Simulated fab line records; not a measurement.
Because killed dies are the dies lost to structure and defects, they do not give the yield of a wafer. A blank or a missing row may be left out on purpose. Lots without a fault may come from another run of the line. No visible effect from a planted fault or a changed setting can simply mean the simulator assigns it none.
A lot that was struck, set against a sound lot || flow n5-finfet || 41 out of 1938 route steps
Sound: these wafers, L784.1, L784.3, L784.4. Struck: wafer L800.6. (L800.3, L800.5 of the same lot were not struck and are left out.) The cause comes at the end.
For every step that has rows: the tool of each side, followed by ch and its chambers, followed by its first start. Under that, the readings that differ: sound wafers || struck wafers || difference of the means || sigmas: that difference in standard deviations of wafers without a fault.
alike: words and numbers the same on both sides, and readings whose means are apart by under 2 such deviations; not compared: readings that were withheld, readings missing a value for some wafer, numbers with overlapping values and no deviation given by the record, and bounds like >300 which may hide the same value.
Wherever a step has rows on one side only, a row that says differs or no value, or a row with sigmas, the two part there. Numbers that don't overlap but have no deviation are shown without sigmas and don't part them. A reading that every wafer of one side lacks parts them only if that side has two wafers or more.

first, 11 steps without rows for these wafers: N5_FIN_SAQP_HM_OPEN_73 (chemistry CHF3/O2, target SiO2, stops on a-Si, target depth 12 nm, time 16.8 s); N5_FIN_SAQP_STRIP_74 (strips in CHF3/O2); N5_FIN_SAQP_MANDREL_ETCH_22 (etches a-Si in HBr/Cl2, stops on SiNx, target depth 60 nm, bt time 10 s, time 30 s); N5_FIN_SAQP_STRIP_55 (strips in N2/H2); N5_FIN_SAQP_STRIP_23 (strips in SPM, time 750 s); N5_FIN_SAQP_SRD_66 (time 30 s); N5_FIN_SAQP_RECESS_75 (chemistry HF/NH3, target SiO2, target depth 14.4 nm, afs cycles 3, sublimation time 60 s); N5_FIN_SAQP_SPACER1_ALD_24 (deposits SiO2, target thk 20.3 nm, pulse time 1 s, purge time 2 s); N5_FIN_SAQP_SPACER1_ETCHBACK_25 (etches SiO2 in CHF3/O2, target depth 24.4 nm, time 12.2 s); N5_FIN_SAQP_MANDREL1_REMOVE_56 (chemistry HBr/Cl2/O2, target a-Si, stops on SiNx, bt time 10 s); N5_FIN_SAQP_ETCH_57 (etches SiNx in CH3F/O2, target depth 32.5 nm, time 46.4 s).
N5_FIN_SAQP_ETCH_65: etches SiO2 in CF4, target depth 4 nm, time 4.4 s.
  sound on rie-si-01 ch 1,2,3, day 2 18:08; struck on rie-si-06 ch 0, day 6 18:10
  alike: drypump-motor-current-A, oes-product-au, throttle-valve-pct
  not compared: rf-hours-counter-h
then, 18 steps without rows for these wafers: N5_FIN_SAQP_MANDREL_ETCH_58 (etches a-Si in HBr/Cl2, stops on SiNx, target depth 45 nm, bt time 10 s, time 27 s); N5_FIN_SAQP_RECESS_63 (chemistry HF/NH3, target SiO2, target depth 18 nm, afs cycles 3, sublimation time 60 s); N5_FIN_SAQP_COAT_68 (time 60 s, resist thk 100 nm); N5_FIN_SAQP_ETCH_69 (etches SOC in N2/H2, stops on SiNx, target depth 150 nm); N5_FIN_SAQP_ETCH_67 (etches SiNx in CH3F/O2, target depth 30 nm); N5_FIN_SAQP_STRIP_70 (strips in N2/H2); N5_FIN_SAQP_RECESS_71 (chemistry HF/NH3, target SiO2, target depth 3 nm, afs cycles 1, sublimation time 60 s); N5_FIN_SAQP_SPACER2_ALD_28 (deposits SiO2, target thk 8.1 nm, pulse time 1 s, purge time 2 s); N5_FIN_SAQP_SPACER2_ETCHBACK_29 (etches SiO2 in CHF3/O2, target depth 12.2 nm, time 6.1 s); N5_FIN_SAQP_MANDREL2_REMOVE_60 (chemistry HBr/Cl2/O2, target a-Si, stops on SiNx, bt time 10 s); N5_FIN_SAQP_HM_OPEN_33 (chemistry CH3F/O2, target SiNx, target depth 49.4 nm, time 70.6 s); N5_FIN_SAQP_ETCH_34 (etches SiO2 in C4F6/O2, target depth 45 nm, time 15 s); N5_FIN_SAQP_STRIP_77 (strips in N2/H2, time 90 s); N5_FIN_SAQP_ETCH_64 (etches SiO2 in CF4, target depth 1.5 nm); N5_FIN_SAQP_FIN_ETCH_36 (etches the open film in HBr/Cl2/O2, target depth 120 nm, time 50.4 s); N5_FIN_SAQP_PRECLEAN_38 (cleans in O3/DIW, time 45 s); N5_FIN_SAQP_PRECLEAN_45 (cleans in dHF, time 10 s); N5_FIN_SAQP_SRD_39 (time 30 s).
N5_FIN_SAQP_INSPECT_40: inspects for defects (brightfield).
  sound: defect-inspect-01 at day 2 20:08; struck: defect-inspect-01 at day 6 20:23
{"reading": "raw-defect-count", "sound": "249 310 172", "struck": 772, "difference": "+528", "sigmas": "+7"}
then, 6 steps without rows for these wafers: N5_FIN_CUT_COAT_18 (time 60 s, resist thk 230 nm); N5_FIN_CUT_COAT_19 (time 60 s, resist thk 20 nm); N5_FIN_CUT_COAT_29 (time 60 s, resist thk 10 nm); N5_FIN_CUT_COAT_02 (resist thk 30 nm); N5_FIN_CUT_EBR_04; N5_FIN_CUT_SOFTBAKE_03 (time 60 s).
N5_FIN_CUT_INSPECT_10: inspects for defects (brightfield).
  sound: defect-inspect-01 at day 2 20:39; struck: defect-inspect-02 at day 6 20:47
{"reading": "raw-defect-count", "sound": "47 46 49", "struck": 662, "difference": "+615", "sigmas": "+47"}
N5_FIN_CUT_INSPECT_17: inspects for defects (brightfield).
  sound: defect-inspect-02 at day 2 21:41; struck: defect-inspect-01 at day 6 21:46
{"reading": "raw-defect-count", "sound": "266 353 194", "struck": 807, "difference": "+536", "sigmas": "+7"}
-- a jump in the record: the struck wafers' starts before and after are 6 days apart (it breaks off in module FIN_CUT and resumes in module BEOL_M4, where the first step shown is number 1111 of the route) --
N5_BEOL_M4_RC_MEAS_101:
  sound on prober-02 ch 0, day 9 16:59; struck on prober-02 ch 0, day 13 06:05
{"reading": "IOFF_N (nA/um)", "sound": "0.234 0.235 0.209", "struck": 0.160, "difference": -0.066, "sigmas": -2}
{"reading": "VT_N (mV)", "sound": "244 241 244", "struck": 250, "difference": "+7", "sigmas": "+2"}
  alike: DIBL_N, DIBL_P, IOFF_P, ION_N, ION_P, SS_N, SS_P, VT_P
-- here the record skips 5 days between the struck wafers' starts before and after, leaving off in module BEOL_M4 and picking up in module PASSIVATION (first step shown: number 1936 of the route) --
N5_PASSIVATION_PROBE_49:
  rows exist in the record for the struck wafers here (prober-01, day 17 21:50), but not for the sound ones

== WHERE THEY PART ==
Earliest at N5_FIN_SAQP_INSPECT_40; latest, in this record, at N5_PASSIVATION_PROBE_49.

WHY: whatever the simulator had introduced
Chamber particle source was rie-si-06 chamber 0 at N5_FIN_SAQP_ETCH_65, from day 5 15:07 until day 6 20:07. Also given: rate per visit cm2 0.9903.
